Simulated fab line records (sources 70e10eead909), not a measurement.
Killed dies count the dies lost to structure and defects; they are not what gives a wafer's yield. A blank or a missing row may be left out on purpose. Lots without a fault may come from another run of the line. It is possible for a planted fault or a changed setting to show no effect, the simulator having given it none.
fab line records -- flow nandHarc
record lots=12, wafers=36, lastDay=33
route steps=1302 shown A_SGD_CUT@890 END@1302
lots that met no fault: from a run of the same line without faults
startH: the number of hours between the record's first day and the start of the first shown wafer of the lot -- waitH: how many hours have passed since the lot's step before this one -- " repeats the value in the row above -- L1.1+2: several wafers, shown together as one row -- - value missing, or start not given -- * or withheld: withheld -- < > ~ a bound
route shown NAME@n: NAME is a module with steps in the file, n the number in the route of the first one -- usual: mean/standard deviation taken from wafers without a fault -- same: alike in all rows -- chamber/n: place in a boat -- sites: the reading at each site -- _std_site: their standard deviation -- _edge_site: inner sites' mean taken away from outer sites' mean -- radiusMm: how far each site lies from the wafer's centre -- mask NAME#n: copy n -- behind: tool/chamber where the wafer was last shaped -- hold: reason for holding the lot/hours on hold/outcome of the hold -- device: the transistor (n, p or np) that didn't switch -- end of line: tests of these same wafers at the route's end -- where a step has no rows: the recipe by itself -- killed: dies that structure and defects cost at the first sort, which is not the same as the wafer's yield -- map: per-die view of a wafer (x killed, . not killed, _ where there is no die)
set.NAME: the setting that was run; set.NAME@STEP: the one run at that earlier step -- model.NAME: the simulator's own value behind a step, which no gauge read
the route's steps for a sample of lots (tables are steps, rows are wafers)
services: from which hour (startH, from the record's first day; less than 0 if before it) a tool's chamber was out of use, for how many hours, and why
## steps
# step NHARC_A_SGD_CUT_DEP_00
# recipe targetThkA=500, tempC=400, targetThkNm=50, flowSccm=200, rfW=450, material=SiNx
# usual heaterPowerW=681/85
lot.wafer,tool,chamber,startH,waitH,heaterPowerW
L133.3,pecvd-04,0,439.49,0.1,744
L133.1,pecvd-04,1,439.49,0.1,859
L133.6,pecvd-04,0,439.49,0.1,743
L132.3,pecvd-01,0,447.85,0.1,727
L132.6,pecvd-01,0,447.85,0.1,738
L132.4,pecvd-01,1,447.85,0.1,619
L134.3,pecvd-03,1,461.62,0.1,539
L134.4,pecvd-03,1,461.62,0.1,538
L134.6,pecvd-03,2,461.62,0.1,621
L138.3,pecvd-04,2,507.88,0.2,644
L138.6,pecvd-04,0,507.88,0.2,694
L138.5,pecvd-04,2,507.88,0.2,663
L137.2,pecvd-01,0,515.04,0.1,834
L137.1,pecvd-01,1,515.04,0.1,682
L137.4,pecvd-01,1,515.04,0.1,664
L139.3,pecvd-03,2,526.40,0.1,712
L139.6,pecvd-03,2,526.40,0.1,727
L139.5,pecvd-03,1,526.40,0.1,590
L140.2,pecvd-01,0,526.71,0.1,844
L140.3,pecvd-01,1,526.71,0.1,663
L140.4,pecvd-01,1,526.71,0.1,661
L142.1,pecvd-01,2,545.27,0.1,651
L142.2,pecvd-01,0,545.27,0.1,790
L142.6,pecvd-01,0,545.27,0.1,789
L149.3,pecvd-01,2,609.42,0.1,699
L149.6,pecvd-01,2,609.42,0.1,699
L149.4,pecvd-01,1,609.42,0.1,745
L154.3,pecvd-03,2,658.18,0.1,613
L154.4,pecvd-03,0,658.18,0.1,532
L154.5,pecvd-03,1,658.18,0.1,680
L153.3,pecvd-04,0,658.43,0.1,734
L153.2,pecvd-04,1,658.43,0.1,789
L153.5,pecvd-04,0,658.43,0.1,732
L152.4,pecvd-01,1,659.47,0.1,749
L152.6,pecvd-01,2,659.47,0.1,679
L152.5,pecvd-01,0,659.47,0.1,849
# step NHARC_A_SGD_CUT_CMP_21
# recipe targetThkNm=148.19
# usual motorCurrentA=11.9/0.81, timeToEndpointS=49.7/2.9
lot.wafer,tool,chamber,startH,waitH,motorCurrentA,timeToEndpointS
L133.3,cmp-03,3,446.42,0.4,12.0,45.7
L133.1,cmp-03,0,446.42,0.4,11.2,46.8
L133.6,cmp-03,3,446.42,0.4,11.7,47.1
L132.3,cmp-01,2,455.66,0.4,12.4,50.7
L132.4,cmp-01,0,455.66,0.4,11.0,55.8
L132.6,cmp-01,3,455.66,0.4,13.8,51.5
L134.4,cmp-04,2,468.33,0.4,11.0,46.2
L134.3,cmp-04,0,468.33,0.4,11.2,56.9
L134.6,cmp-04,3,468.33,0.4,12.7,52.8
L138.3,cmp-03,3,515.11,0.4,11.7,50.7
L138.6,cmp-03,3,515.11,0.4,11.6,49.9
L138.5,cmp-03,0,515.11,0.4,11.2,48.8
L137.4,cmp-03,1,521.55,0.4,12.6,47.8
L137.2,cmp-03,2,521.55,0.4,11.4,47.4
L137.1,cmp-03,3,521.55,0.4,11.6,46.2
L140.4,cmp-03,2,533.28,0.4,12.6,46.3
L140.2,cmp-03,3,533.28,0.4,11.5,45.5
L140.3,cmp-03,0,533.28,0.4,11.4,26.6
L139.3,cmp-01,2,533.31,0.4,12.6,50.2
L139.6,cmp-01,0,533.31,0.4,11.4,55.1
L139.5,cmp-01,1,533.31,0.4,10.8,52.9
L142.2,cmp-03,1,552.85,0.4,13.4,52.6
L142.1,cmp-03,2,552.85,0.4,11.8,46.1
L142.6,cmp-03,1,552.85,0.4,12.8,31.7
L149.4,cmp-03,1,616.13,0.4,12.9,51.5
L149.3,cmp-03,2,616.13,0.4,12.1,51.3
L149.6,cmp-03,0,616.13,0.4,11.1,51.4
L154.4,cmp-03,3,665.64,0.4,11.4,48.5
L154.3,cmp-03,0,665.64,0.4,11.6,51.4
L154.5,cmp-03,0,665.64,0.4,11.2,49.0
L153.3,cmp-01,0,665.81,0.5,10.8,52.7
L153.2,cmp-01,1,665.81,0.5,11.2,52.9
L153.5,cmp-01,0,665.81,0.5,10.9,51.2
L152.4,cmp-03,3,665.87,0.6,12.1,48.2
L152.5,cmp-03,0,665.87,0.6,10.8,49.8
L152.6,cmp-03,1,665.87,0.6,13.4,53.6
# step NHARC_A_SGD_CUT_ETCHBACK_24
# recipe targetDepthA=500, overEtchFrac=0.3, timeS=92.857, ionEnergyEv=120, ch3fFlowSccm=50, o2FlowSccm=30, arFlowSccm=200, rfW=500, biasW=100, chemistry=CH3F/O2
# usual drypumpMotorCurrentA=5.8/0.46, oesProductAu=0.97/0.037, rfVppV=245.2/1.5, showerheadPlenumPTorr=2.52/0.086, throttleValvePct=20.663/0.0091
# same timeS=92.857
lot.wafer,tool,chamber,startH,waitH,drypumpMotorCurrentA,oesProductAu,rfHoursCounterH,rfVppV,showerheadPlenumPTorr,throttleValvePct
L133.1,rieDiel-06,0,446.90,0.2,6.4,0.99,11,242.1,2.37,20.662
L133.3,rieDiel-06,1,446.90,0.2,5.7,0.99,11,245.1,2.59,20.643
L133.6,rieDiel-06,3,446.90,0.2,5.3,0.99,-,245.5,2.58,20.666
L132.3,rieDiel-04,2,456.17,0.2,5.4,1.01,6,246.7,2.60,20.659
L132.4,rieDiel-04,3,456.17,0.2,6.1,1.03,5,245.0,2.42,20.674
L132.6,rieDiel-04,0,456.17,0.2,5.1,1.00,-,246.8,2.61,20.664
L134.4,rieDiel-05,1,468.82,0.2,6.3,0.92,2,246.2,2.50,20.663
L134.3,rieDiel-05,2,468.82,0.2,5.5,0.91,2,245.4,2.54,20.663
L134.6,rieDiel-05,0,468.82,0.2,5.5,0.93,-,243.4,2.41,20.675
L138.3,rieDiel-04,0,515.61,0.2,5.1,0.93,11,245.0,2.61,20.679
L138.6,rieDiel-04,2,515.61,0.2,5.4,1.00,-,247.9,2.60,20.668
L138.5,rieDiel-04,0,515.61,0.2,5.1,0.94,-,247.2,2.61,20.646
L137.4,rieDiel-04,1,522.00,0.1,6.2,1.01,11,246.8,2.57,20.663
L137.2,rieDiel-04,2,522.00,0.1,5.4,1.02,9,245.8,2.60,20.655
L137.1,rieDiel-04,0,522.00,0.1,5.1,1.01,11,247.4,2.61,20.665
L140.4,rieDiel-05,0,533.73,0.1,5.4,0.92,6,244.5,2.41,20.645
L140.3,rieDiel-05,1,533.73,0.1,6.3,0.92,6,245.4,2.50,20.660
L140.2,rieDiel-05,3,533.73,0.1,5.3,0.91,6,244.0,2.40,20.666
L139.3,rieDiel-06,0,533.75,0.2,6.5,0.91,5,243.6,2.36,20.661
L139.6,rieDiel-06,3,533.75,0.2,5.3,0.94,-,246.8,2.58,20.673
L139.5,rieDiel-06,0,533.75,0.2,6.5,0.92,-,243.7,2.36,20.653
L142.2,rieDiel-04,1,553.30,0.1,6.2,1.00,1,246.6,2.57,20.648
L142.1,rieDiel-04,3,553.30,0.1,6.1,1.00,2,244.0,2.42,20.639
L142.6,rieDiel-04,2,553.30,0.1,5.4,1.00,-,246.0,2.60,20.654
L149.4,rieDiel-06,2,616.60,0.2,6.1,0.93,12,245.7,2.58,20.661
L149.3,rieDiel-06,3,616.60,0.2,5.3,0.94,12,245.7,2.58,20.655
L149.6,rieDiel-06,2,616.60,0.2,6.2,0.94,-,245.0,2.58,20.660
L154.4,rieDiel-04,3,666.14,0.2,6.1,0.98,9,244.1,2.41,20.675
L154.3,rieDiel-04,0,666.14,0.2,5.1,0.98,7,245.9,2.60,20.671
L154.5,rieDiel-04,3,666.14,0.2,6.1,0.99,-,243.2,2.42,20.671
L153.2,rieDiel-05,0,666.26,0.1,5.5,0.93,3,244.0,2.41,20.664
L153.3,rieDiel-05,3,666.26,0.1,5.4,0.91,4,241.1,2.39,20.684
L153.5,rieDiel-05,0,666.26,0.1,5.5,0.91,-,243.5,2.41,20.635
L152.4,rieDiel-04,2,666.31,0.2,5.4,1.00,8,246.3,2.60,20.660
L152.6,rieDiel-04,0,666.31,0.2,5.1,0.98,-,247.4,2.60,20.664
L152.5,rieDiel-04,1,666.31,0.2,6.2,0.99,-,245.4,2.57,20.653
# step NHARC_A_SGD_CUT_STRIP_28
# recipe timeS=20, o2FlowSccm=500, arFlowSccm=0, biasW=0, chemistry=O2
# usual drypumpMotorCurrentA=5.8/0.46, oesProductAu=1.002/0.01, rfVppV=58.0/0.84, showerheadPlenumPTorr=3.61/0.12, throttleValvePct=17.038/0.0096
# same timeS=20
lot.wafer,tool,chamber,startH,waitH,drypumpMotorCurrentA,oesProductAu,rfHoursCounterH,rfVppV,showerheadPlenumPTorr,throttleValvePct
L133.1,rieDiel-06,2,-,-,6.2,1.010,11,58.1,3.70,17.043
L133.3,rieDiel-06,3,-,-,5.3,1.005,11,59.1,3.70,17.037
L133.6,rieDiel-06,1,-,-,5.7,1.005,-,57.9,3.71,17.035
L132.4,rieDiel-04,3,-,-,6.1,1.024,5,56.4,3.47,17.047
L132.3,rieDiel-04,0,-,-,5.1,1.003,6,57.4,3.74,17.035
L132.6,rieDiel-04,1,-,-,6.2,1.008,-,59.1,3.69,17.052
L134.3,rieDiel-05,3,-,-,5.4,0.987,2,56.9,3.44,17.044
L134.4,rieDiel-05,0,-,-,5.5,1.012,2,57.6,3.46,17.036
L134.6,rieDiel-05,0,-,-,5.4,1.003,-,58.0,3.46,17.023
L138.3,rieDiel-04,1,515.76,0.1,6.2,1.000,11,59.0,3.69,17.047
L138.5,rieDiel-04,1,515.76,0.1,6.2,0.989,-,59.0,3.69,17.055
L138.6,rieDiel-04,2,515.76,0.1,5.4,1.012,-,57.5,3.72,17.022
L137.2,rieDiel-04,3,-,-,6.1,1.033,7,58.4,3.47,17.055
L137.1,rieDiel-04,0,-,-,5.1,1.015,11,60.0,3.73,17.024
L137.4,rieDiel-04,2,-,-,5.4,1.019,9,58.0,3.72,17.038
L140.3,rieDiel-05,0,-,-,5.5,0.997,6,55.2,3.46,17.049
L140.2,rieDiel-05,1,-,-,6.4,0.997,6,58.3,3.58,17.037
L140.4,rieDiel-05,2,-,-,5.5,0.997,6,57.8,3.64,17.047
L139.3,rieDiel-06,0,-,-,6.5,1.000,5,56.7,3.39,17.021
L139.5,rieDiel-06,2,-,-,6.2,0.999,-,59.8,3.69,17.041
L139.6,rieDiel-06,3,-,-,5.3,1.008,-,57.2,3.69,17.053
L142.2,rieDiel-04,2,-,-,5.4,1.006,1,57.6,3.72,17.049
L142.1,rieDiel-04,3,-,-,6.1,1.001,2,59.4,3.47,17.051
L142.6,rieDiel-04,1,-,-,6.2,0.987,-,58.8,3.69,17.054
L149.3,rieDiel-06,0,-,-,6.5,0.998,13,56.7,3.39,17.059
L149.4,rieDiel-06,3,-,-,5.3,1.022,12,58.2,3.69,17.037
L149.6,rieDiel-06,1,-,-,5.8,0.993,-,58.0,3.70,17.042
L154.3,rieDiel-04,1,-,-,6.2,1.013,7,57.7,3.68,17.036
L154.4,rieDiel-04,0,-,-,5.1,1.000,7,58.0,3.73,17.040
L154.5,rieDiel-04,2,-,-,5.4,0.989,-,58.1,3.72,17.052
L153.3,rieDiel-05,0,-,-,5.4,0.998,3,58.5,3.46,17.039
L153.2,rieDiel-05,1,-,-,6.3,1.000,4,58.9,3.58,17.042
L153.5,rieDiel-05,3,-,-,5.3,0.989,-,57.6,3.44,17.044
L152.4,rieDiel-04,2,-,-,5.4,1.004,8,58.1,3.72,17.040
L152.5,rieDiel-04,2,-,-,5.4,0.996,-,56.7,3.72,17.038
L152.6,rieDiel-04,3,-,-,6.1,1.003,-,57.7,3.47,17.024
# step NHARC_END_SORT_01
# recipe tempC=25
# usual killedAtArray=52/18, killedAtOther=1.2/1.5, killedAtPeriphery=4/3.2, killedDies=57/17, killedOpen=3.1/1.9, killedShort=2.5/1.7
# same grossDies=677
lot.wafer,tool,chamber,startH,waitH,killedAtArray,killedAtOther,killedAtPeriphery,killedDies,killedOpen,killedShort
L138.3,prober-02,0,634.81,3.1,58,1,1,60,0,0
L138.5,prober-02,0,636.43,3.7,59,1,4,64,4,7
L138.6,prober-02,0,637.24,4.0,58,1,9,68,5,1
L142.2,prober-01,0,673.44,2.8,36,0,5,41,3,5
# killed by level:class
L138.3 A_SLIT:chamberFilmFlake=31 A_CHANNEL_HOLE_D2:chamberFilmFlake=8 A_M0:chamberFilmFlake=5 A_STAIRCASE:chamberFilmFlake=4 A_CHANNEL_HOLE_D1:chamberFilmFlake=3 A_WL_FILL:chamberFilmFlake=3 A_CONTACT:chamberFilmFlake=2 P_M1:chamberFilmFlake=1
L138.5 A_SLIT:chamberFilmFlake=27 A_CHANNEL_HOLE_D2:chamberFilmFlake=8 A_CONTACT:chamberFilmFlake=4 A_STAIRCASE:chamberFilmFlake=4 A_WL_FILL:chamberFilmFlake=3 A_ONON_D2:geometricParticle:short=2 A_M0:geometricParticle:short=2 P_ZERO_WELL:chamberFilmFlake=2
L138.6 A_SLIT:chamberFilmFlake=26 A_CHANNEL_HOLE_D2:chamberFilmFlake=12 A_CONTACT:chamberFilmFlake=5 A_M0:chamberFilmFlake=4 P_M1:chamberFilmFlake=4 A_WL_FILL:chamberFilmFlake=4 A_STAIRCASE:chamberFilmFlake=3 P_CONTACT:geometricParticle:open=2
L142.2 A_CHANNEL_HOLE_D2:chamberFilmFlake=12 A_CHANNEL_HOLE_D1:chamberFilmFlake=5 P_M2:chamberFilmFlake=3 A_STAIRCASE:chamberFilmFlake=3 A_SLIT:chamberFilmFlake=3 A_DECK1_JOINT:geometricParticle:short=2 A_WL_FILL:geometricParticle:open=2 A_WL_FILL:chamberFilmFlake=2
## services
tool,chamber,startH,hours,kind
rieDiel-05,-,422.92,0.5,repair
cmp-03,-,431.83,1.8,repair
cmp-03,-,456.12,4.0,pm
rieDiel-04,-,470.88,1.2,repair
rieDiel-06,-,484.23,9.0,pm
pecvd-01,-,493.73,13.0,pm
rieDiel-06,1,498.65,4.1,repair
rieDiel-04,2,499.89,12.8,repair
rieDiel-04,3,500.92,15.8,repair
rieDiel-04,-,501.60,0.7,repair
cmp-03,-,522.90,6.1,repair
cmp-03,-,529.57,0.8,repair
rieDiel-04,-,531.90,9.0,pm
rieDiel-05,1,545.71,4.2,repair
rieDiel-05,1,552.08,10.0,repair
cmp-03,-,554.12,4.0,pm
rieDiel-05,0,572.87,14.0,repair
rieDiel-05,-,583.60,9.0,pm
rieDiel-04,1,584.49,7.1,repair
rieDiel-04,0,603.18,10.1,repair
rieDiel-05,2,617.42,7.7,repair
rieDiel-06,3,648.63,3.7,repair
cmp-03,-,652.12,4.0,pm
rieDiel-05,0,656.66,4.6,repair
## key
firstSign step=NHARC_A_SGD_CUT_CMP_21, reading=timeToEndpointS, direction=down, sigmas=7.1, usual=*, struck=*
effect none on later readings
metAt NHARC_A_SGD_CUT_CMP_21
struckLots L140,L142
struckWafers L140.3,L142.6
testerLeftOut L140,L142
notActingAt NHARC_A_SGD_CUT_DEP_00,NHARC_A_SGD_CUT_ETCHBACK_24,NHARC_A_SGD_CUT_STRIP_28
onsetBetween 521.55 533.28
fault kind=processParameterDrift, tool=cmp-03, chamber=-, onsetH=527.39, steps=NHARC_A_SGD_CUT_CMP_21, channel=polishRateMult, offset=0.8, shape=step, endH=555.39, scope=struckWafersOnly
# testerLeftOut: of these lots the tester's yield and bins aren't shown, on N5 and GAA mostly nor the transistor test; their killed dies are dies lost to structure and defects alone, not to doping, threshold or leakage, so they don't give the yield
